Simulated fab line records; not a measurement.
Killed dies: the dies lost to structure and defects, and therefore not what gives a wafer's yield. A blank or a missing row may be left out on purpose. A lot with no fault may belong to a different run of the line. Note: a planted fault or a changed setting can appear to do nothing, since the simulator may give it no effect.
Matching of chambers / flow nandHarc / rieDiel-12 running NHARC_A_CONTACT_ETCH_110: 4 sister chambers
The step etches the open film in CF4/O2, target depth 50 nm, overetch 5 nm, time 27.5 s. 14 wafers are shown with their chamber, then 7 later ones without.

== WAFERS, EACH WITH ITS CHAMBER ==
wafer=L082.2; chamber=0; showerheadPlenumPTorr (Torr)=1.36; oesProductAu (a.u.)=0.994; biasW (W)=100.1
wafer=L082.5; chamber=2; showerheadPlenumPTorr (Torr)=1.39; oesProductAu (a.u.)=0.985; biasW (W)=99.7
wafer=L082.6; chamber=3; showerheadPlenumPTorr (Torr)=1.35; oesProductAu (a.u.)=0.993; biasW (W)=100.2
wafer=L084.3; chamber=1; showerheadPlenumPTorr (Torr)=1.27; oesProductAu (a.u.)=1.011; biasW (W)=100.1
wafer=L084.4; chamber=3; showerheadPlenumPTorr (Torr)=1.35; oesProductAu (a.u.)=0.996; biasW (W)=99.6
wafer=L084.5; chamber=0; showerheadPlenumPTorr (Torr)=1.36; oesProductAu (a.u.)=0.993; biasW (W)=100.4
wafer=L086.2; chamber=3; showerheadPlenumPTorr (Torr)=1.35; oesProductAu (a.u.)=1.004; biasW (W)=99.8
wafer=L086.3; chamber=2; showerheadPlenumPTorr (Torr)=1.39; oesProductAu (a.u.)=0.994; biasW (W)=99.8
wafer=L086.5; chamber=3; showerheadPlenumPTorr (Torr)=1.35; oesProductAu (a.u.)=1.003; biasW (W)=99.4
wafer=L083.4; chamber=1; showerheadPlenumPTorr (Torr)=1.27; oesProductAu (a.u.)=1.010; biasW (W)=100.3
wafer=L083.5; chamber=3; showerheadPlenumPTorr (Torr)=1.35; oesProductAu (a.u.)=1.008; biasW (W)=99.7
wafer=L083.6; chamber=2; showerheadPlenumPTorr (Torr)=1.39; oesProductAu (a.u.)=1.000; biasW (W)=99.4
wafer=L088.1; chamber=2; showerheadPlenumPTorr (Torr)=1.39; oesProductAu (a.u.)=0.991; biasW (W)=100.0
wafer=L088.2; chamber=0; showerheadPlenumPTorr (Torr)=1.35; oesProductAu (a.u.)=1.005; biasW (W)=100.3

SIGNATURES (averages over the wafers above)
reading=showerheadPlenumPTorr; chamber 0=1.3567; chamber 1=1.2700; chamber 2=1.3900; chamber 3=1.3500; scatter within a chamber=0.00258
reading=oesProductAu; chamber 0=0.99733; chamber 1=1.01050; chamber 2=0.99250; chamber 3=1.00080; scatter within a chamber=0.00597
reading=biasW; chamber 0=100.267; chamber 1=100.200; chamber 2=99.725; chamber 3=99.740; scatter within a chamber=0.246
Rule: for a wafer and a chamber, the distance is found by dividing, reading by reading, the gap between the wafer's reading and the chamber's mean by the reading's scatter, squaring, summing and taking the root. If the next closest chamber is less than 2 further off than the closest, the wafer can't be placed; otherwise it belongs to the closest. The scatter: take each reading less its chamber's mean, square it, sum over the shown wafers, divide by the number of wafers less the number of chambers, and take the root.

== WAFERS WHOSE CHAMBER IS MISSING ==
wafer=L088.4; showerheadPlenumPTorr (Torr)=1.27; oesProductAu (a.u.)=0.993; biasW (W)=99.9
wafer=L095.3; showerheadPlenumPTorr (Torr)=1.34; oesProductAu (a.u.)=1.001; biasW (W)=100.1
wafer=L095.4; showerheadPlenumPTorr (Torr)=1.38; oesProductAu (a.u.)=0.993; biasW (W)=99.7
wafer=L095.6; showerheadPlenumPTorr (Torr)=1.35; oesProductAu (a.u.)=1.005; biasW (W)=99.8
wafer=L097.1; showerheadPlenumPTorr (Torr)=1.38; oesProductAu (a.u.)=0.983; biasW (W)=99.5
wafer=L097.4; showerheadPlenumPTorr (Torr)=1.34; oesProductAu (a.u.)=1.002; biasW (W)=100.2
wafer=L097.5; showerheadPlenumPTorr (Torr)=1.35; oesProductAu (a.u.)=0.998; biasW (W)=99.8

== WHICH CHAMBER EACH WENT THROUGH ==
wafer=L088.4; from the rows above=1; in truth=1
wafer=L095.3; from the rows above=3; in truth=3
wafer=L095.4; from the rows above=2; in truth=2
wafer=L095.6; from the rows above=3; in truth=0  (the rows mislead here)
wafer=L097.1; from the rows above=2; in truth=2
wafer=L097.4; from the rows above=3; in truth=3
wafer=L097.5; from the rows above=3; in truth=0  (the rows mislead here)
Correct placement for 5 of the 7. From these rows, 0 cannot be placed. Wrongly placed: 2.
